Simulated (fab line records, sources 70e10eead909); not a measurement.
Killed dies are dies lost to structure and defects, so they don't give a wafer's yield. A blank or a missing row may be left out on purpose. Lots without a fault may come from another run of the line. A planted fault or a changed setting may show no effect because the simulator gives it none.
fab line records | flow nand_harc | part 2 of 2: steps 26 to 35 of 35
record lots=5 wafers=15 last_day=32
route steps=1302 shown A_STAIRCASE@813
lots that met no fault: from a run of the same line without faults
start_h: hours from the record's first day to the start of the lot's first wafer shown | wait_h: hours since the lot's step before | " the same as in the row above | L1.1+2: a row that stands for several wafers | - no value, or no start given | * or withheld: withheld | < > ~ a bound
route shown NAME@n: a module of which the file shows steps, and the number in the route of the first | usual: mean/standard deviation of fault-free wafers | same: alike in all rows | chamber/n: place in a boat | sites: the reading at each site | _std_site: their standard deviation | _edge_site: outer sites' mean less inner sites' | radius_mm: how far each site lies from the wafer's centre | mask NAME#n: copy n | behind: the tool/chamber that last shaped the wafer | hold: why the lot was held/for how many hours/how that ended | device: the transistor (n, p or np) that didn't switch | end of line: the same wafers' tests at the end of the route | a step without rows: its recipe alone | killed: dies lost to structure and defects at the first sort, not the wafer's yield | map: a wafer's dies, x killed, . not, _ none there
set.NAME: the setting as run; set.NAME@STEP: as run at that earlier step | model.NAME: the simulator's own value behind a step, which no gauge read
lots at some steps of the route; a table a step, a row a wafer
services: from which hour (start_h, from the record's first day; less than 0 if before it) a tool's chamber was out of use, for how many hours, and why
## steps
# step NHARC_A_STAIRCASE_ALD_415
# recipe target_thk_a=300 pulse_time_s=6 ald_cycles=300 temp_c=300 material=SiO2
# usual heater_power_w=450/39 precursor_pulse_height_rel=0.998/0.02
# columns lot.wafer tool chamber start_h wait_h heater_power_w precursor_pulse_height_rel
L075.3 ald_hk-03 1 404.86 0.1 459 1.026
L075.1 " 0 " " 484 0.997
L075.5 " 1 " " 470 1.021
L078.2 ald_hk-03 2 422.58 0.1 426 0.989
L078.1 " 0 " " 464 0.957
L078.5 " 3 " " 394 0.983
L084.2 ald_hk-04 3 479.22 0.1 539 1.004
L084.4 " 1 " " 411 1.029
L084.5 " 0 " " 415 0.953
L092.3 ald_hk-04 3 581.53 0.1 545 1.014
L092.5 " 3 " " 536 0.985
L092.6 " 0 " " 415 0.994
L095.3 ald_hk-03 0 601.41 0.1 464 0.972
L095.1 " 2 " " 409 1.008
L095.6 " 1 " " 473 1.022
# step NHARC_A_STAIRCASE_ETCHBACK_416
# recipe target_depth_a=360 time_s=7.2 c4f8_flow_sccm=withheld o2_flow_sccm=8 ar_flow_sccm=withheld rf_w=600 bias_w=800 chemistry=C4F8/O2/Ar
# usual oes_product_au=0.937/0.027 rf_vpp_V=724/4
# columns lot.wafer tool chamber start_h wait_h oes_product_au rf_hours_counter_h rf_vpp_V
L075.1 rie_diel-02 1 - - 0.925 2 726
L075.3 " 2 " " 0.925 2 725
L075.5 " 1 " " 0.911 - 725
L078.2 rie_diel-09 1 - - 0.921 37 721
L078.1 " 2 " " 0.910 42 715
L078.5 " 0 " " 0.932 - 728
L084.2 rie_diel-08 0 - - 0.930 38 720
L084.4 " 2 " " 0.932 33 722
L084.5 " 1 " " 0.927 - 728
L092.3 rie_diel-08 1 - - 0.911 4 730
L092.6 " 0 " " 0.930 - 719
L092.5 " 1 " " 0.922 - 729
L095.3 rie_diel-08 3 - - 0.944 14 722
L095.1 " 2 " " 0.921 15 722
L095.6 " 0 " " 0.937 - 721
# step NHARC_A_STAIRCASE_STRIP_476
# recipe time_s=20 o2_flow_sccm=500 ar_flow_sccm=0 bias_w=0 chemistry=O2
# usual drypump_motor_current_A=5.6/0.62 mfc_ar_sccm=0.007/0.011 oes_product_au=0.999/0.012 rf_vpp_V=58.0/0.88 showerhead_plenum_p_Torr=3.56/0.14 throttle_valve_pct=17.037/0.01
# columns lot.wafer tool chamber start_h wait_h drypump_motor_current_A mfc_ar_sccm oes_product_au rf_hours_counter_h rf_vpp_V showerhead_plenum_p_Torr throttle_valve_pct
L075.3 rie_diel-02 1 407.32 0.3 6.4 0.034 0.997 2 58.8 3.60 17.033
L075.1 " 2 " " 5.7 0.020 0.999 2 57.6 3.59 17.040
L075.5 " 3 " " 5.0 0 1.012 - 56.3 3.39 17.045
L078.2 rie_diel-09 3 424.75 0.1 4.7 0.009 0.995 39 57.3 3.53 17.012
L078.1 " 1 " " 6.2 0 0.991 37 57.6 3.49 17.047
L078.5 " 3 " " 4.7 0.009 1.000 - 59.3 3.53 17.061
L084.4 rie_diel-08 1 481.40 0.1 5.6 0 0.999 33 58.1 3.76 17.023
L084.2 " 2 " " 5.6 0.009 0.999 33 57.1 3.49 17.033
L084.5 " 3 " " 4.8 0 1.012 - 57.6 3.49 17.038
L092.3 rie_diel-08 1 583.70 0.1 5.6 0 1.010 4 58.7 3.74 17.039
L092.6 " 0 " " 5.5 0 1.011 - 56.3 3.38 17.029
L092.5 " 1 " " 5.6 0 1.001 - 58.5 3.74 17.038
L095.3 rie_diel-08 3 603.66 0.1 4.9 0 1.003 14 58.4 3.47 17.036
L095.1 " 2 " " 5.6 0.009 0.997 15 56.7 3.47 17.057
L095.6 " 3 " " 4.9 0 1.015 - 56.1 3.47 17.018
# step NHARC_A_STAIRCASE_DEP_417
# recipe target_thk_a=600 step_coverage_pct=20 temp_c=400 target_thk_nm=60 flow_sccm=200 rf_w=450 material=Si3N4
# usual heater_power_w=706/93 showerhead_vpp_V=1322/62
# columns lot.wafer tool chamber start_h wait_h heater_power_w showerhead_vpp_V
L075.3 pecvd-04 2 407.41 - 799 1330
L075.1 " 0 " " 775 1300
L075.5 " 0 " " 781 1311
L078.1 pecvd-04 0 424.84 - 746 1273
L078.2 " 2 " " 890 1389
L078.5 " 0 " " 748 1307
L084.2 pecvd-04 2 481.55 - 839 1357
L084.5 " 1 " " 635 1360
L084.4 " 2 " " 817 1326
L092.3 pecvd-03 2 583.88 - 664 1450
L092.5 " 1 " " 707 1271
L092.6 " 2 " " 685 1419
L095.3 pecvd-02 2 603.80 - 652 1220
L095.1 " 0 " " 765 1297
L095.6 " 2 " " 655 1195
# step NHARC_A_STAIRCASE_WET_418
# recipe temp_c=160 target_depth_a=200 chemistry=H3PO4
# columns lot.wafer tool chamber start_h wait_h
L075.1+3+5 wet_h3po4-02 0 409.86 -
L078.1+2+5 wet_h3po4-01 1 426.70 -
L084.2+4+5 wet_h3po4-01 0 483.29 -
L092.3+5+6 wet_h3po4-01 0 585.78 -
L095.1+3+6 wet_h3po4-01 1 605.75 -
# step NHARC_A_STAIRCASE_PRECLEAN_419
# recipe time_s=* temp_c=50 bath_age_min=0 chemistry=SC1
# columns lot.wafer tool chamber start_h wait_h
L075.5+3+1 wet_bench-02 1,3,5 410.44 0.0
L078.1+5+2 wet_bench-03 0,2,3 427.28 0.0
L084.4+5+2 wet_bench-02 6,7,0 483.87 0.0
L092.6+3+5 wet_bench-02 5,7,2 586.35 0.0
L095.1+6+3 wet_bench-03 2,4,6 606.33 0.0
# step NHARC_A_STAIRCASE_SRD_421
# columns lot.wafer tool chamber start_h wait_h
L075.5+3+1 wet_bench-02 1,3,5 - -
L078.1+5+2 wet_bench-03 0,2,3 - -
L084.4+5+2 wet_bench-02 6,7,0 - -
L092.6+3+5 wet_bench-02 5,7,2 - -
L095.1+6+3 wet_bench-03 2,4,6 - -
# step NHARC_A_STAIRCASE_ALD_420
# recipe target_thk_a=200 pulse_time_s=6 ald_cycles=200 temp_c=300 material=SiO2
# usual heater_power_w=450/38 precursor_pulse_height_rel=0.999/0.02
# columns lot.wafer tool chamber start_h wait_h heater_power_w precursor_pulse_height_rel
L075.1 ald_hk-01 3 410.90 - 470 0.974
L075.3 " 0 " " 474 1.028
L075.5 " 2 " " 476 0.998
L078.1 ald_hk-03 1 428.35 - 466 0.979
L078.2 " 3 " " 389 1.004
L078.5 " 1 " " 463 0.994
L084.4 ald_hk-01 1 484.81 - 421 1.003
L084.2 " 3 " " 446 1.001
L084.5 " 0 " " 461 0.990
L092.3 ald_hk-03 1 586.81 - 468 0.980
L092.6 " 3 " " 398 1.055
L092.5 " 0 " " 467 0.989
L095.3 ald_hk-04 3 606.78 - 538 0.994
L095.1 " 0 " " 410 0.991
L095.6 " 1 " " 417 1.003
# step NHARC_A_STAIRCASE_CVD_552
# recipe target_thk_a=400 temp_c=700 pressure_mtorr=300 material=SiNx
# usual spike_tc_bottom_C=719.7/2.2 zone_power_centre_pct=11.6/0.9
# columns lot.wafer tool chamber start_h wait_h spike_tc_bottom_C zone_power_centre_pct
L075.1 lpcvd-02 0 - - 723.8 12.6
L075.3 " 0 " " 721.3 12.7
L075.5 " 0 " " 722.6 12.6
L078.1 lpcvd-01 1 - - 722.2 10.7
L078.2 " 1 " " 722.5 10.6
L078.5 " 1 " " 720.0 11.0
L084.2 lpcvd-02 0 - - 720.1 12.7
L084.4 " 0 " " 720.8 12.5
L084.5 " 0 " " 721.6 12.6
L092.3 lpcvd-02 0 - - 720.3 12.5
L092.5 " 0 " " 718.9 12.6
L092.6 " 0 " " 722.7 12.8
L095.1 lpcvd-02 1 - - 716.1 11.4
L095.3 " 1 " " 716.5 11.2
L095.6 " 1 " " 718.9 11.1
# step NHARC_A_STAIRCASE_DEP_151
# recipe target_thk_a=72000 temp_c=400 target_thk_nm=7200 teos_flow_sccm=200 rf_w=500 material=SiO2
# usual heater_power_w=645/90 mfc_precursor_sccm=200.0/0.6
# columns lot.wafer tool chamber start_h wait_h heater_power_w mfc_precursor_sccm
L075.1 pecvd-03 0 416.77 0.4 740 200.3
L075.3 " 1 " " 527 201.0
L075.5 " 0 " " 724 199.8
L078.2 pecvd-02 2 435.64 0.5 601 201.3
L078.1 " 0 " " 717 199.7
L078.5 " 2 " " 572 200.6
L084.2 pecvd-02 1 492.16 0.5 639 199.2
L084.5 " 1 " " 549 199.1
L084.4 " 0 " " 606 200.8
L092.3 pecvd-04 2 594.63 0.4 858 200.9
L092.5 " 0 " " 580 200.3
L092.6 " 1 " " 544 199.9
L095.3 pecvd-04 0 614.70 0.5 777 200.1
L095.1 " 1 " " 695 199.7
L095.6 " 0 " " 601 200.0
## services
# columns tool chamber start_h hours kind
rie_diel-08 2 379.29 7.0 repair
wet_bench-03 - 386.40 8.0 pm
rie_diel-08 1 401.22 6.6 repair
litho_track-02 - 402.00 7.0 pm
wet_bench-02 - 420.03 8.0 pm
wet_bench-03 - 422.59 2.8 repair
litho_track-07 - 426.00 7.0 pm
rie_diel-02 - 442.16 0.3 repair
rie_diel-09 3 451.33 8.9 repair
rie_diel-02 2 455.77 5.2 repair
rie_diel-08 0 465.72 2.6 repair
litho_track-05 - 474.01 7.0 pm
wet_bench-03 - 485.22 1.4 repair
rie_diel-09 - 497.17 9.0 pm
wet_bench-02 - 497.98 5.6 repair
wet_bench-07 - 512.00 8.0 pm
rie_diel-09 1 539.60 45.0 repair
rie_diel-08 - 544.89 9.0 pm
wet_bench-03 - 562.40 8.0 pm
rie_diel-08 - 569.67 0.4 repair
rie_diel-02 - 570.88 9.0 pm
rie_diel-09 0 589.90 6.2 repair
wet_bench-02 - 596.03 8.0 pm
litho_track-07 - 601.00 7.0 pm
